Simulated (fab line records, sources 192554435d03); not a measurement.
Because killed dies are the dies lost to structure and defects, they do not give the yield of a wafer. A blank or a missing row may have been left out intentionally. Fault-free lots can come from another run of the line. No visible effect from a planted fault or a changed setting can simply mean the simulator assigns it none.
The tool behind it: which one? -- flow n5 finfet -- 35 wafers from 12 lots sampled at 5 of the route's 1938 steps

WHAT THE GAUGES SHOWED, per wafer
N5_BEOL_M14_THK_MEAS_50: measures by xrf.
lot,measured,on,M14_THK (nm)
L957,day 11 18:36,film metro-02,572 560 570
L959,day 12 12:13,film metro-01,585 576 587
L961,day 12 16:48,film metro-02,556 548 558
L964,day 12 17:26,film metro-02,582 559 552
L962,day 13 06:41,film metro-01,573 579
L963,day 13 07:02,film metro-01,609 580 592
L965,day 13 15:23,film metro-02,560 564 559
L967,day 14 00:12,film metro-01,553 565 564
L966,day 14 00:36,film metro-01,572 558 574
L972,day 15 08:21,film metro-02,542 558 550
L975,day 16 04:08,film metro-01,567 558 561
L978,day 16 22:54,film metro-01,551 560 583

N5_BEOL_M14_INSPECT_55: inspects for defects (darkfield).
lot,measured,on,raw defect count
L957,day 11 18:45,defect inspect-02,72 59 72
L959,day 12 12:22,defect inspect-02,46 88 81
L961,day 12 16:57,defect inspect-01,64 107 89
L964,day 12 17:36,defect inspect-01,53 86 62
L962,day 13 06:51,defect inspect-02,63 66
L963,day 13 07:12,defect inspect-01,41 58 59
L965,day 13 15:33,defect inspect-01,68 61 64
L967,day 14 00:23,defect inspect-02,62 60 38
L966,day 14 00:46,defect inspect-02,87 76 168
L972,day 15 08:31,defect inspect-02,94 82 975
L975,day 16 04:17,defect inspect-01,66 972 42
L978,day 16 23:04,defect inspect-01,55 68 44

EACH LOT AND THE TOOL THAT RAN IT (in order: tool; ch and the chambers of the sampled wafers; start)
lot,N5_BEOL_M14_SPUTTER_45,N5_BEOL_M14_ANNEAL_48,N5_BEOL_M14_PRE_CLEAN_52
L957,"pvd sputter-01, day 11 17:35","rtp anneal-02 ch 0, day 11 18:05","pecvd-01 ch 0,2, day 11 18:38"
L959,"pvd sputter-03, day 12 10:46","rtp anneal-02 ch 0, day 12 11:40","pecvd-03 ch 0,1, day 12 12:15"
L961,"pvd sputter-02, day 12 15:53","rtp anneal-01 ch 0, day 12 16:14","pecvd-03 ch 0,2, day 12 16:50"
L964,"pvd sputter-02, day 12 16:32","rtp anneal-01 ch 0, day 12 16:51","pecvd-02 ch 0,1,2, day 12 17:29"
L962,"pvd sputter-01, day 13 05:48","rtp anneal-02 ch 0, day 13 06:06","pecvd-03 ch 0,1, day 13 06:44"
L963,"pvd sputter-01, day 13 06:07","rtp anneal-02 ch 0, day 13 06:28","pecvd-01 ch 0,2, day 13 07:04"
L965,"pvd sputter-02, day 13 14:02","rtp anneal-01 ch 0, day 13 14:48","pecvd-01 ch 0,1,2, day 13 15:26"
L967,"pvd sputter-02, day 13 23:14","rtp anneal-01 ch 0, day 13 23:42","pecvd-02 ch 0,2, day 14 00:15"
L966,"pvd sputter-02, day 13 23:33","rtp anneal-01 ch 0, day 14 00:00","pecvd-01 ch 0,1, day 14 00:38"
L972,"pvd sputter-01, day 15 07:26","rtp anneal-02 ch 0, day 15 07:45","pecvd-01 ch 0,1, day 15 08:23"
L975,"pvd sputter-01, day 16 03:11","rtp anneal-02 ch 0, day 16 03:40","pecvd-01 ch 0,1,2, day 16 04:11"
L978,"pvd sputter-02, day 16 22:00","rtp anneal-02 ch 0, day 16 22:19","pecvd-03 ch 1,2, day 16 22:56"
- N5_BEOL_M14_SPUTTER_45: material Cu, target thk 100 nm, time 16.67 s.
- N5_BEOL_M14_ANNEAL_48: time 90 s.
- N5_BEOL_M14_PRE_CLEAN_52: time 15 s.

WHAT THE TOOLS THEMSELVES READ (means of the sampled wafers that have a number; where no wafer has one, the mark that the record gives instead)
N5_BEOL_M14_SPUTTER_45.
lot,tool,chuck sensor temp C (C),throttle valve pct (%)
L957,pvd sputter-01,-15.7,29.7
L959,pvd sputter-03,-15.8,29.6
L961,pvd sputter-02,-16.0,30.4
L964,pvd sputter-02,-15.9,30.6
L962,pvd sputter-01,-15.2,31.4
L963,pvd sputter-01,-15.1,31.0
L965,pvd sputter-02,-16.0,30.3
L967,pvd sputter-02,-15.9,30.7
L966,pvd sputter-02,-15.7,30.1
L972,pvd sputter-01,-15.7,29.9
L975,pvd sputter-01,-15.2,30.8
L978,pvd sputter-02,-15.8,30.5

N5_BEOL_M14_ANNEAL_48.
lot,tool,wafer_temp_C_max
L957,rtp anneal-02,225.92
L959,rtp anneal-02,226.17
L961,rtp anneal-01,226.09
L964,rtp anneal-01,226.12
L962,rtp anneal-02,225.78
L963,rtp anneal-02,225.69
L965,rtp anneal-01,226.22
L967,rtp anneal-01,226.21
L966,rtp anneal-01,225.86
L972,rtp anneal-02,225.93
L975,rtp anneal-02,226.15
L978,rtp anneal-02,225.86

THE ANSWER, worked out from the rows above alone
Rule: the lots themselves supply what counts as usual. Put in order of their means at a reading, lots are off if they are a third of the lots or fewer, leave a main group of 4 or more, and stand apart from it by a gap of 3 or more times the standard deviation of the main group's means; of several such gaps the widest counts. Not used: any main group whose means are identical at the precision the tables above print for the reading. Also off: a lot with no number at a reading for which 4 or more lots have one. Where the step has rows for the other lots, those lots are counted as sound. After the gauges, taken in route order, come the tools' own readings; for these a lot's mean is taken, as printed above. The first step at which some lot is off is used, and at that step the reading that is off furthest; a lot without a number counts as furthest.
Off, at N5_BEOL_M14_INSPECT_55 on raw defect count: L972, L975. The main group: mean 69, standard deviation 17.
A tool fits if, at a process step before that reading, it ran every lot that is off, and no sound lot after the first of them. Those tools and the gauges at N5_BEOL_M14_INSPECT_55 are tried in the same way. Can't be told from this: 2 tools fit, pvd sputter-01 at N5_BEOL_M14_SPUTTER_45, pecvd-01 at N5_BEOL_M14_PRE_CLEAN_52.

WHAT THE SIMULATOR HAD PUT IN
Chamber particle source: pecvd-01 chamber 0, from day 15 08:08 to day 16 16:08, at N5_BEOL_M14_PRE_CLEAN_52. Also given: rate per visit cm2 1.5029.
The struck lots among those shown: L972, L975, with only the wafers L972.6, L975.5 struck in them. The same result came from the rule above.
